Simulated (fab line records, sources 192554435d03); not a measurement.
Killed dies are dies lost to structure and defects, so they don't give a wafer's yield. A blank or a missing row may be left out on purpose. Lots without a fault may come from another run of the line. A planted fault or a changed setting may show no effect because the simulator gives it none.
fab line records | flow n5_finfet
record lots=11 wafers=32 last_day=17
route steps=1938 shown BEOL_M1@820 BEOL_M4@1111 PASSIVATION@1936
lots that met no fault: from a run of the same line without faults
start_h: hours from the record's first day to the start of the lot's first wafer shown | wait_h: hours since the lot's step before | " the same as in the row above | L1.1+2: a row that stands for several wafers | - no value, or no start given | * or withheld: withheld | < > ~ a bound
route shown NAME@n: a module of which the file shows steps, and the number in the route of the first | usual: mean/standard deviation of fault-free wafers | same: alike in all rows | chamber/n: place in a boat | sites: the reading at each site | _std_site: their standard deviation | _edge_site: outer sites' mean less inner sites' | radius_mm: how far each site lies from the wafer's centre | mask NAME#n: copy n | behind: the tool/chamber that last shaped the wafer | hold: why the lot was held/for how many hours/how that ended | device: the transistor (n, p or np) that didn't switch | end of line: the same wafers' tests at the end of the route | a step without rows: its recipe alone | killed: dies lost to structure and defects at the first sort, not the wafer's yield | map: a wafer's dies, x killed, . not, _ none there
set.NAME: the setting as run; set.NAME@STEP: as run at that earlier step | model.NAME: the simulator's own value behind a step, which no gauge read
steps of the route over a sample of lots; a table a step, a row a wafer
services: from which hour (start_h, from the record's first day; less than 0 if before it) a tool's chamber was out of use, for how many hours, and why
## steps
# step N5_BEOL_M1_SPUTTER_86
# recipe material=Cu target_thk_a=45 temp_c=-20 chamber_pressure_pa=0.07 power_w=withheld time_s=8.29
# usual chamber_pressure_pa=0.07/0.00012 chuck_gas_flow_sccm=1.25/0.052 substrate_temp_c=-19.99/0.11 throttle_valve_pct=30.2/0.89
# same time_s=8.29
# columns lot.wafer tool chamber start_h wait_h chamber_pressure_pa chuck_gas_flow_sccm substrate_temp_c throttle_valve_pct
L710.2 pvd_sputter-03 - 138.65 0.1 0.07003 1.24 -19.72 29.7
L710.4 " - " " 0.07016 1.22 -20.03 28.7
L710.5 " - " " 0.06989 1.18 -19.86 31.8
L713.1 pvd_sputter-02 - 161.52 0.1 0.06999 1.22 -20.08 31.5
L713.2 " - " " 0.0698 1.27 -20.13 29.8
L713.5 " - " " 0.07004 1.27 -19.88 30.6
L715.3 pvd_sputter-02 - 178.76 0.1 0.06999 1.29 -19.88 31.8
L715.5 " - " " 0.07002 1.23 -20.03 31.5
L715.6 " - " " 0.07006 1.27 -20.07 29.6
L717.3 pvd_sputter-01 - 183.88 0.1 0.07008 1.29 -20.01 30.8
L717.4 " - " " 0.06982 1.33 -20.08 29.6
L717.5 " - " " 0.07013 1.19 -19.97 30.9
L716.1 pvd_sputter-02 - 183.94 0.1 0.06995 1.35 -19.75 29.8
L716.4 " - " " 0.07011 1.27 -19.68 30.0
L716.5 " - " " 0.07011 1.28 -19.97 30.8
L723.1 pvd_sputter-01 - 220.25 0.1 0.06997 1.28 -20.08 30.6
L723.2 " - " " 0.07015 1.20 -19.87 30.6
L723.4 " - " " 0.0701 1.24 -20.07 28.4
L725.1 pvd_sputter-02 - 226.82 0.1 0.06974 1.20 -19.83 29.8
L725.2 " - " " 0.07016 1.23 -19.95 31.6
L725.3 " - " " 0.0699 1.33 -20.29 29.9
L726.2 pvd_sputter-03 - 238.11 0.1 0.06979 1.22 -20.05 29.5
L726.6 " - " " 0.07004 1.21 -20.06 30.8
L727.2 pvd_sputter-01 - 238.31 0.1 0.06993 1.34 -19.97 28.8
L727.3 " - " " 0.06994 1.23 -19.95 29.6
L727.4 " - " " 0.07014 1.28 -19.95 30.6
L730.1 pvd_sputter-01 - 259.21 0.1 0.07021 1.27 -20.11 30.7
L730.2 " - " " 0.06996 1.16 -20.05 30.7
L730.5 " - " " 0.07039 1.31 -20.09 30.3
L729.1 pvd_sputter-02 - 260.49 0.1 0.06995 1.25 -19.96 30.1
L729.4 " - " " 0.06993 1.26 -20.02 30.9
L729.5 " - " " 0.06973 1.27 -20.00 29.9
# step N5_BEOL_M1_ANNEAL_89
# recipe temp_c=400 time_s=240 ambient=vacuum
# usual heater_power_w=822/58
# same time_s=240
# columns lot.wafer tool chamber start_h wait_h heater_power_w
L710.2 pvd_sputter-03 - 138.95 0.0 748
L710.4 " - " " 798
L710.5 " - " " 778
L713.1 pvd_sputter-02 - 161.82 0.0 843
L713.2 " - " " 687
L713.5 " - " " 881
L715.3 pvd_sputter-02 - 179.06 0.0 855
L715.5 " - " " 845
L715.6 " - " " 681
L717.3 pvd_sputter-01 - 184.18 0.0 854
L717.4 " - " " 831
L717.5 " - " " 876
L716.1 pvd_sputter-02 - 184.24 0.0 681
L716.4 " - " " 864
L716.5 " - " " 845
L723.1 pvd_sputter-01 - 220.55 0.0 928
L723.2 " - " " 844
L723.4 " - " " 842
L725.1 pvd_sputter-02 - 227.12 0.0 851
L725.2 " - " " 859
L725.3 " - " " 693
L726.2 pvd_sputter-03 - 238.41 0.0 760
L726.6 " - " " 833
L727.2 pvd_sputter-01 - 238.61 0.0 852
L727.3 " - " " 828
L727.4 " - " " 921
L730.1 pvd_sputter-01 - 259.51 0.0 903
L730.2 " - " " 872
L730.5 " - " " 903
L729.1 pvd_sputter-02 - 260.79 0.0 699
L729.4 " - " " 873
L729.5 " - " " 664
# step N5_BEOL_M1_SPUTTER_92
# recipe material=Cu target_thk_a=45 temp_c=-20 chamber_pressure_pa=0.07 power_w=withheld time_s=8.29
# usual chamber_pressure_pa=0.07/0.00014 chuck_gas_flow_sccm=1.25/0.056 substrate_temp_c=-20.01/0.11 throttle_valve_pct=30.2/0.87 time_s=8.29/0
# columns lot.wafer tool chamber start_h wait_h chamber_pressure_pa chuck_gas_flow_sccm substrate_temp_c throttle_valve_pct time_s
L710.2 pvd_sputter-03 - 139.31 0.1 0.07011 1.22 -19.84 29.6 8.29
L710.4 " - " " 0.06991 1.30 -19.86 29.1 8.29
L710.5 " - " " 0.06994 1.36 -20.05 31.9 8.29
L713.1 pvd_sputter-02 - 162.18 0.1 0.0703 1.28 -20.07 31.7 8.29
L713.2 " - " " 0.06987 1.29 -19.94 29.7 8.29
L713.5 " - " " 0.06979 1.20 -20.02 30.8 8.29
L715.3 pvd_sputter-02 - 179.42 0.1 0.06979 1.32 -20.07 31.6 8.29
L715.5 " - " " 0.06974 1.35 -20.24 31.5 8.29
L715.6 " - " " 0.06981 1.32 -19.99 30.1 8.29
L717.3 pvd_sputter-01 - 184.54 0.1 - - - - -
L717.4 " - " " - - - - -
L717.5 " - " " - - - - -
L716.1 pvd_sputter-02 - 184.60 0.1 - - - - -
L716.4 " - " " - - - - -
L716.5 " - " " - - - - -
L723.1 pvd_sputter-01 - 220.91 0.1 0.0698 1.32 -20.05 30.6 8.29
L723.2 " - " " 0.06995 1.22 -20.05 30.6 8.29
L723.4 " - " " 0.07027 1.30 -19.94 28.7 8.29
L725.1 pvd_sputter-02 - 227.48 0.1 0.07008 1.22 -20.15 29.8 8.29
L725.2 " - " " 0.07004 1.16 -19.94 31.4 8.29
L725.3 " - " " 0.07007 1.24 -20.00 29.9 8.29
L726.2 pvd_sputter-03 - 238.77 0.1 0.06994 1.23 -20.18 29.6 8.29
L726.6 " - " " 0.07012 1.26 -20.03 31.0 8.29
L727.2 pvd_sputter-01 - 238.97 0.1 0.07018 1.25 -20.12 29.0 8.29
L727.3 " - " " 0.07021 1.28 -19.98 29.5 8.29
L727.4 " - " " 0.06997 1.31 -19.96 30.6 8.29
L730.1 pvd_sputter-01 - 259.87 0.1 0.07004 1.21 -20.01 30.5 8.29
L730.2 " - " " 0.07016 1.10 -20.07 30.5 8.29
L730.5 " - " " 0.06999 1.25 -19.97 30.8 8.29
L729.1 pvd_sputter-02 - 261.15 0.1 0.06994 1.24 -19.91 30.1 8.29
L729.4 " - " " 0.07006 1.29 -20.04 30.6 8.29
L729.5 " - " " 0.06998 1.23 -19.91 30.1 8.29
# step N5_BEOL_M1_ANNEAL_95
# recipe temp_c=400 time_s=240 ambient=vacuum
# usual heater_power_w=823/58
# same time_s=240
# columns lot.wafer tool chamber start_h wait_h heater_power_w
L710.2 pvd_sputter-03 - 139.61 0.0 763
L710.4 " - " " 788
L710.5 " - " " 773
L713.1 pvd_sputter-02 - 162.48 0.0 871
L713.2 " - " " 681
L713.5 " - " " 861
L715.3 pvd_sputter-02 - 179.72 0.0 873
L715.5 " - " " 864
L715.6 " - " " 670
L717.3 pvd_sputter-01 - 184.84 0.0 857
L717.4 " - " " 818
L717.5 " - " " 854
L716.1 pvd_sputter-02 - 184.90 0.0 675
L716.4 " - " " 858
L716.5 " - " " 873
L723.1 pvd_sputter-01 - 221.21 0.0 883
L723.2 " - " " 837
L723.4 " - " " 864
L725.1 pvd_sputter-02 - 227.78 0.0 848
L725.2 " - " " 849
L725.3 " - " " 686
L726.2 pvd_sputter-03 - 239.07 0.0 751
L726.6 " - " " 859
L727.2 pvd_sputter-01 - 239.27 0.0 846
L727.3 " - " " 847
L727.4 " - " " 919
L730.1 pvd_sputter-01 - 260.17 0.0 910
L730.2 " - " " 856
L730.5 " - " " 925
L729.1 pvd_sputter-02 - 261.45 0.0 674
L729.4 " - " " 866
L729.5 " - " " 699
# step N5_BEOL_M4_RC_MEAS_101
# usual DIBL_N=36.2/1.4 DIBL_P=36.1/1.5 IOFF_N=0.153/0.02 IOFF_P=0.215/0.03 ION_N=672/8.6 ION_P=463/6.8 SS_N=71.5/0.47 SS_P=73.3/0.57 VT_N=250.6/2.4 VT_P=-249/3.2
# columns lot.wafer tool chamber start_h wait_h DIBL_N[mV/V] DIBL_P[mV/V] IOFF_N[nA/um] IOFF_P[nA/um] ION_N[uA/um] ION_P[uA/um] SS_N[mV/dec] SS_P[mV/dec] VT_N[mV] VT_P[mV]
L710.2 prober-01 0 175.96 0.2 38.6 38.4 0.186 0.248 673 464 71.8 74.6 246.8 -245
L710.4 " 0 " " 38.9 38.0 0.179 0.249 676 461 73.0 73.8 248.2 -247
L710.5 " 0 " " 37.4 36.7 0.161 0.224 667 457 72.1 73.5 249.3 -250
L713.1 prober-02 0 195.10 0.0 36.7 37.2 0.156 0.219 668 460 71.6 73.6 251.8 -251
L713.2 " 0 " " 33.9 33.7 0.113 0.172 652 455 70.8 71.9 258.3 -254
L713.5 " 0 " " 36.0 36.6 0.146 0.215 662 462 71.3 73.3 250.5 -251
L715.3 prober-02 0 214.07 0.3 34.3 33.5 0.120 0.195 661 468 71.3 72.6 255.7 -250
L715.5 " 0 " " 36.0 35.1 0.144 0.229 673 470 71.5 73.6 250.6 -248
L715.6 " 0 " " 35.6 34.9 0.146 0.223 669 466 71.7 73.7 251.3 -248
L717.3 prober-01 0 214.21 0.3 35.6 37.4 0.153 0.196 662 455 70.7 72.7 250.1 -252
L717.4 " 0 " " 34.5 36.0 0.135 0.181 667 455 71.2 72.0 251.2 -253
L717.5 " 0 " " 36.8 39.1 0.185 0.229 685 465 72.3 73.3 245.4 -249
L716.1 prober-02 0 219.67 0.0 34.9 36.3 0.130 0.186 673 461 71.5 73.1 254.1 -253
L716.4 " 0 " " 36.1 37.6 0.150 0.212 668 463 71.2 73.0 250.0 -251
L716.5 " 0 " " 35.3 36.3 0.134 0.204 673 467 71.8 73.3 253.3 -251
L725.1 prober-01 0 265.57 0.0 35.1 35.4 0.147 0.227 675 465 71.9 73.4 252.7 -247
L725.2 " 0 " " 36.4 36.6 0.162 0.255 664 462 71.5 74.4 251.6 -245
L725.3 " 0 " " 36.7 36.7 0.179 0.257 673 465 72.6 73.9 250.0 -244
L723.1 prober-02 0 268.69 0.0 35.8 35.7 0.143 0.210 666 454 70.9 72.8 251.7 -252
L723.2 " 0 " " 38.1 38.4 0.181 0.239 682 467 72.3 73.7 250.4 -250
L723.4 " 0 " " 36.9 37.2 0.156 0.218 677 468 71.6 73.5 250.8 -250
L727.2 prober-02 0 271.24 0.2 36.3 35.7 0.150 0.215 659 459 71.2 73.9 250.0 -248
L727.3 " 0 " " 37.0 35.8 0.161 0.217 677 465 71.5 73.6 248.7 -251
L727.4 " 0 " " 35.8 34.3 0.135 0.189 669 465 71.2 72.8 250.4 -252
L726.2 prober-02 0 276.83 0.2 34.2 34.1 0.130 0.173 667 460 71.3 73.0 253.5 -253
L726.6 " 0 " " 34.9 35.8 0.148 0.189 682 460 70.9 73.8 249.9 -252
L730.1 prober-02 0 296.07 0.0 35.3 34.7 0.139 0.193 673 460 71.3 73.2 253.2 -250
L730.2 " 0 " " 34.6 34.2 0.141 0.188 679 464 70.8 74.3 253.1 -254
L730.5 " 0 " " 34.8 34.0 0.134 0.191 679 464 71.5 73.3 251.2 -251
L729.1 prober-02 0 297.12 0.0 36.7 37.1 0.156 0.239 683 472 70.9 73.3 252.4 -248
L729.4 " 0 " " 36.4 36.2 0.150 0.224 676 470 71.2 72.1 250.8 -249
L729.5 " 0 " " 37.6 37.5 0.176 0.252 693 475 71.9 73.3 249.7 -246
# step N5_PASSIVATION_PROBE_49
# usual defect_limited_yield=91.3/1.3 killed_at_M0_to_M3=35/13 killed_at_M4_up=13/5.2 killed_at_contacts=12/6.2 killed_at_front_end=39/9.6 killed_at_other=3.1/2.6 killed_dies=102/16 killed_open=68/13 killed_short=33/6.9 sort_bin_5_function=5.1/0.87 sort_bin_6_memory=3.3/0.67 sort_n_pass=1078/16 sort_yield_pct=91.3/1.3
# same gross_dies=1180 killed_at_back_side=0 sort_bin_4_leakage[%]=0 sort_bin_8_speed[%]=0
# columns lot.wafer tool chamber start_h wait_h defect_limited_yield[%] killed_at_M0_to_M3 killed_at_M4_up killed_at_contacts killed_at_front_end killed_at_other killed_dies killed_open killed_short sort_bin_5_function[%] sort_bin_6_memory[%] sort_n_pass sort_yield_pct[%]
L710.2 prober-01 - 273.55 0.1 89.9 24 11 23 59 2 119 78 40 5.1 4.3 1061 89.9
L710.4 prober-01 - 273.65 0.2 91.1 33 8 11 49 4 105 74 31 5.5 2.9 1075 91.1
L710.5 prober-01 - 273.70 0.2 90.1 43 12 20 39 3 117 73 39 6.1 3.5 1063 90.1
L713.1 prober-01 - 296.84 0.0 90.8 13 12 27 48 8 108 88 20 5.0 3.9 1072 90.8
L713.2 prober-01 - 296.89 0.1 91.8 23 15 17 37 5 97 57 37 4.8 3.0 1083 91.8
L713.5 prober-01 - 297.04 0.2 91.8 13 20 15 43 6 97 64 33 5.0 2.9 1083 91.8
L715.3 prober-01 - 315.38 0.1 92.3 38 10 6 35 2 91 59 31 5.3 2.5 1089 92.3
L715.5 prober-01 - 315.48 0.2 91.0 44 13 10 38 1 106 79 27 5.3 3.5 1074 91.0
L715.6 prober-01 - 315.53 0.3 89.7 62 13 6 38 2 121 90 27 5.3 4.4 1059 89.7
L725.1 prober-01 - 365.11 0.2 90.8 28 15 23 39 4 109 84 24 5.1 3.9 1071 90.8
L725.2 prober-01 - 365.16 0.2 89.7 34 26 18 39 5 122 92 29 6.3 3.7 1058 89.7
L725.3 prober-01 - 365.21 0.3 92.2 37 12 8 31 4 92 57 35 4.6 2.9 1088 92.2
L723.1 prober-01 - 372.92 0.0 92.5 20 4 7 57 1 89 53 33 4.4 2.7 1091 92.5
L723.2 prober-01 - 372.97 0.1 91.5 37 7 16 37 3 100 63 35 5.1 3.3 1080 91.5
L723.4 prober-01 - 373.07 0.2 93.4 29 6 11 30 2 78 55 23 4.3 2.3 1102 93.4
L727.2 prober-02 - 374.77 0.1 91.1 41 9 14 38 3 105 74 28 5.6 3.1 1075 91.1
L727.3 prober-02 - 374.82 0.1 91.2 47 15 9 32 1 104 67 33 5.1 3.5 1076 91.2
L727.4 prober-02 - 374.87 0.2 90.9 36 8 20 38 5 107 73 33 5.2 3.7 1073 90.9
L726.2 prober-02 - 377.67 0.1 91.2 37 9 9 46 3 104 60 44 5.1 3.3 1076 91.2
L726.6 prober-02 - 377.87 0.3 90.6 39 12 5 51 4 111 69 37 6.1 2.8 1069 90.6
L729.1 prober-01 - 396.17 0.0 90.7 47 8 11 39 5 110 75 34 5.4 3.8 1070 90.7
L729.4 prober-01 - 396.32 0.2 93.0 16 3 13 51 0 83 54 28 4.8 1.9 1097 93.0
L729.5 prober-01 - 396.37 0.2 93.5 23 11 11 31 1 77 40 37 3.3 3.1 1103 93.5
L730.1 prober-02 - 396.49 0.0 89.7 56 17 6 38 4 121 81 39 5.4 4.4 1059 89.7
L730.2 prober-02 - 396.54 0.1 90.6 40 10 11 47 3 111 75 34 5.9 3.1 1069 90.6
L730.5 prober-02 - 396.69 0.2 90.8 49 8 10 41 1 109 60 45 4.9 3.8 1071 90.8
# killed by level:class
L710.2 MOL_CONTACT_COAG:geometric_particle:open=19 FIN_SAQP:geometric_particle:open=14 STI_FIN_REVEAL:geometric_particle:open=14 BEOL_M0_SAQP:geometric_particle:short=8 BEOL_M4:geometric_particle:open=7 STARTING-WAFER:geometric_particle:short=6 DUMMY_GATE:geometric_particle:open=6 FIN_SAQP:geometric_particle:short=5
L710.4 STI_FIN_REVEAL:geometric_particle:open=12 MOL_CONTACT_COAG:geometric_particle:open=10 FIN_SAQP:geometric_particle:short=9 BEOL_M0_SAQP:geometric_particle:short=9 FIN_SAQP:geometric_particle:open=7 DUMMY_GATE:geometric_particle:open=7 BEOL_M0_SAQP:geometric_particle:open=7 BEOL_M2:geometric_particle:open=7
L710.5 MOL_CONTACT_COAG:geometric_particle:open=15 BEOL_M1:geometric_particle:open=12 FIN_SAQP:geometric_particle:open=9 BEOL_M0_SAQP:geometric_particle:short=8 BEOL_M3:geometric_particle:open=7 BEOL_M0_SAQP:geometric_particle:open=6 BEOL_M3:geometric_particle:short=6 MOL_CONTACT_COAG:geometric_particle:short=5
L713.1 MOL_CONTACT_COAG:geometric_particle:open=22 STI_FIN_REVEAL:geometric_particle:open=15 BEOL_M4:geometric_particle:open=10 DUMMY_GATE:geometric_particle:open=9 FIN_SAQP:geometric_particle:open=7 MOL_CONTACT_COAG:geometric_particle:short=5 GATE_CUT:geometric_particle:short=4 BEOL_M1:geometric_particle:open=4
L713.2 MOL_CONTACT_COAG:geometric_particle:open=14 FIN_SAQP:geometric_particle:short=11 BEOL_M1:geometric_particle:open=8 FIN_SAQP:geometric_particle:open=7 BEOL_M1:geometric_particle:short=4 BEOL_M0_SAQP:geometric_particle:short=4 BEOL_M4:geometric_particle:open=4 STI_FIN_REVEAL:geometric_particle:short=3
L713.5 MOL_CONTACT_COAG:geometric_particle:open=14 BEOL_M4:geometric_particle:open=12 FIN_SAQP:geometric_particle:open=11 FIN_SAQP:geometric_particle:short=10 DUMMY_GATE:geometric_particle:open=5 GATE_CUT:geometric_particle:short=5 BEOL_M1:geometric_particle:open=5 BEOL_M2:geometric_particle:open=4
L715.3 BEOL_M3:geometric_particle:open=11 BEOL_M0_SAQP:geometric_particle:open=9 STI_FIN_REVEAL:geometric_particle:open=7 BEOL_M0_SAQP:geometric_particle:short=6 BEOL_M2:geometric_particle:open=6 FIN_SAQP:geometric_particle:open=4 GATE_CUT:geometric_particle:short=4 STARTING-WAFER:geometric_particle:open=4
L715.5 BEOL_M3:geometric_particle:open=11 BEOL_M0_SAQP:geometric_particle:open=10 BEOL_M2:geometric_particle:open=10 BEOL_M4:geometric_particle:open=9 FIN_SAQP:geometric_particle:open=8 STI_FIN_REVEAL:geometric_particle:open=8 STARTING-WAFER:geometric_particle:open=6 MOL_CONTACT_COAG:geometric_particle:open=6
L715.6 BEOL_M0_SAQP:geometric_particle:open=18 BEOL_M0_SAQP:geometric_particle:short=14 BEOL_M3:geometric_particle:open=14 STI_FIN_REVEAL:geometric_particle:open=11 FIN_SAQP:geometric_particle:open=7 BEOL_M4:geometric_particle:open=7 MOL_CONTACT_COAG:geometric_particle:open=6 BEOL_M2:geometric_particle:open=6
L725.1 MOL_CONTACT_COAG:geometric_particle:open=22 FIN_SAQP:geometric_particle:open=13 BEOL_M1:geometric_particle:open=13 BEOL_M4:geometric_particle:open=10 FIN_SAQP:geometric_particle:short=6 DUMMY_GATE:geometric_particle:open=4 ILD0:geometric_particle:short=3 BEOL_M0_SAQP:geometric_particle:short=3
L725.2 MOL_CONTACT_COAG:geometric_particle:open=17 BEOL_M4:geometric_particle:open=12 DUMMY_GATE:geometric_particle:open=9 BEOL_M2:geometric_particle:open=9 FIN_SAQP:geometric_particle:short=7 BEOL_M0_SAQP:geometric_particle:open=7 BEOL_M3:geometric_particle:open=6 FIN_SAQP:geometric_particle:open=5
L725.3 BEOL_M0_SAQP:geometric_particle:open=10 DUMMY_GATE:geometric_particle:open=9 BEOL_M2:geometric_particle:open=7 BEOL_M3:geometric_particle:short=7 STI_FIN_REVEAL:geometric_particle:open=6 FIN_SAQP:geometric_particle:open=5 GATE_CUT:geometric_particle:short=5 MOL_CONTACT_COAG:geometric_particle:open=5
L723.1 FIN_SAQP:geometric_particle:open=18 FIN_SAQP:geometric_particle:short=13 BEOL_M2:geometric_particle:open=9 MOL_CONTACT_COAG:geometric_particle:open=5 GATE_CUT:geometric_particle:open=4 STARTING-WAFER:geometric_particle:short=4 ILD0:geometric_particle:short=3 GATE_CUT:geometric_particle:short=3
L723.2 BEOL_M3:geometric_particle:open=16 FIN_SAQP:geometric_particle:open=14 MOL_CONTACT_COAG:geometric_particle:open=11 FIN_SAQP:geometric_particle:short=7 BEOL_M3:geometric_particle:short=7 STI_FIN_REVEAL:geometric_particle:open=5 MOL_CONTACT_COAG:geometric_particle:short=5 STARTING-WAFER:geometric_particle:short=5
L723.4 FIN_SAQP:geometric_particle:open=11 BEOL_M2:geometric_particle:open=10 FIN_SAQP:geometric_particle:short=9 MOL_CONTACT_COAG:geometric_particle:open=7 BEOL_M0_SAQP:geometric_particle:open=6 STI_FIN_REVEAL:geometric_particle:open=4 MOL_CONTACT_COAG:geometric_particle:short=4 BEOL_M3:geometric_particle:open=4
L727.2 MOL_CONTACT_COAG:geometric_particle:open=12 FIN_SAQP:geometric_particle:open=10 BEOL_M2:geometric_particle:open=10 STI_FIN_REVEAL:geometric_particle:open=8 BEOL_M0_SAQP:geometric_particle:short=8 BEOL_M1:geometric_particle:open=8 DUMMY_GATE:geometric_particle:open=7 BEOL_M0_SAQP:geometric_particle:open=4
L727.3 FIN_SAQP:geometric_particle:open=13 BEOL_M2:geometric_particle:open=8 BEOL_M0_SAQP:geometric_particle:short=8 MOL_CONTACT_COAG:geometric_particle:open=8 BEOL_M1:geometric_particle:open=8 BEOL_M3:geometric_particle:open=7 BEOL_M0_SAQP:geometric_particle:open=6 FIN_SAQP:geometric_particle:short=4
L727.4 MOL_CONTACT_COAG:geometric_particle:open=16 STI_FIN_REVEAL:geometric_particle:open=10 BEOL_M0_SAQP:geometric_particle:open=8 BEOL_M3:geometric_particle:open=7 FIN_SAQP:geometric_particle:open=6 BEOL_M4:geometric_particle:open=6 BEOL_M1:geometric_particle:open=5 BEOL_M2:geometric_particle:open=5
L726.2 BEOL_M0_SAQP:geometric_particle:short=11 STI_FIN_REVEAL:geometric_particle:open=10 MOL_CONTACT_COAG:geometric_particle:open=8 BEOL_M0_SAQP:geometric_particle:open=8 FIN_SAQP:geometric_particle:short=7 GATE_CUT:geometric_particle:open=7 BEOL_M2:geometric_particle:open=6 GATE_CUT:geometric_particle:short=5
L726.6 STI_FIN_REVEAL:geometric_particle:open=11 BEOL_M0_SAQP:geometric_particle:open=11 BEOL_M0_SAQP:geometric_particle:short=9 BEOL_M3:geometric_particle:open=8 FIN_SAQP:geometric_particle:open=7 GATE_CUT:geometric_particle:short=5 BEOL_M4:geometric_particle:open=5 FIN_SAQP:geometric_particle:short=4
L729.1 FIN_SAQP:geometric_particle:open=16 BEOL_M3:geometric_particle:open=13 MOL_CONTACT_COAG:geometric_particle:open=8 BEOL_M0_SAQP:geometric_particle:open=8 BEOL_M0_SAQP:geometric_particle:short=7 BEOL_M2:geometric_particle:open=7 BEOL_M1:geometric_particle:open=6 FIN_SAQP:geometric_particle:short=5
L729.4 FIN_SAQP:geometric_particle:open=12 MOL_CONTACT_COAG:geometric_particle:open=10 DUMMY_GATE:geometric_particle:open=7 STI_FIN_REVEAL:geometric_particle:open=6 GATE_CUT:geometric_particle:short=6 BEOL_M0_SAQP:geometric_particle:open=6 BEOL_M0_SAQP:geometric_particle:short=5 STARTING-WAFER:geometric_particle:short=5
L729.5 BEOL_M0_SAQP:geometric_particle:short=9 STI_FIN_REVEAL:geometric_particle:open=6 GATE_CUT:geometric_particle:short=6 MOL_CONTACT_COAG:geometric_particle:open=6 MOL_CONTACT_COAG:geometric_particle:short=5 BEOL_M0_SAQP:geometric_particle:open=5 BEOL_M4:geometric_particle:open=4 FIN_SAQP:geometric_particle:open=3
L730.1 BEOL_M0_SAQP:geometric_particle:short=15 STI_FIN_REVEAL:geometric_particle:open=14 BEOL_M2:geometric_particle:open=13 BEOL_M0_SAQP:geometric_particle:open=11 BEOL_M4:geometric_particle:open=9 FIN_SAQP:geometric_particle:short=7 BEOL_M3:geometric_particle:open=6 FIN_SAQP:geometric_particle:open=5
L730.2 FIN_SAQP:geometric_particle:open=15 MOL_CONTACT_COAG:geometric_particle:open=9 BEOL_M0_SAQP:geometric_particle:open=9 BEOL_M2:geometric_particle:open=8 BEOL_M4:geometric_particle:open=6 FIN_SAQP:geometric_particle:short=5 GATE_CUT:geometric_particle:short=5 BEOL_M2:geometric_particle:short=5
L730.5 BEOL_M0_SAQP:geometric_particle:short=13 FIN_SAQP:geometric_particle:open=11 BEOL_M0_SAQP:geometric_particle:open=10 GATE_CUT:geometric_particle:short=7 MOL_CONTACT_COAG:geometric_particle:open=7 BEOL_M2:geometric_particle:open=6 BEOL_M0:geometric_particle:open=5 FIN_SAQP:geometric_particle:short=3
## services
# columns tool chamber start_h hours kind
pvd_sputter-03 - 140.90 4.9 repair
## key
first_sign step=N5_BEOL_M1_SPUTTER_92 reading=tool_record direction=missing
effect none on later readings
met_at N5_BEOL_M1_SPUTTER_92
struck_lots L716,L717
rows_end L716.1,L716.4,L716.5,L717.3,L717.4,L717.5
not_acting_at N5_BEOL_M1_SPUTTER_86,N5_BEOL_M1_ANNEAL_89,N5_BEOL_M1_ANNEAL_95
onset_between 179.42 184.54
fault kind=skipped_step_whole tool=pvd_sputter-01,pvd_sputter-02 chamber=- onset_h=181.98 steps=N5_BEOL_M1_SPUTTER_92 scope=struck_lots_only
# rows_end: these wafers met a further fault down the route, and their rows from its step on are left out
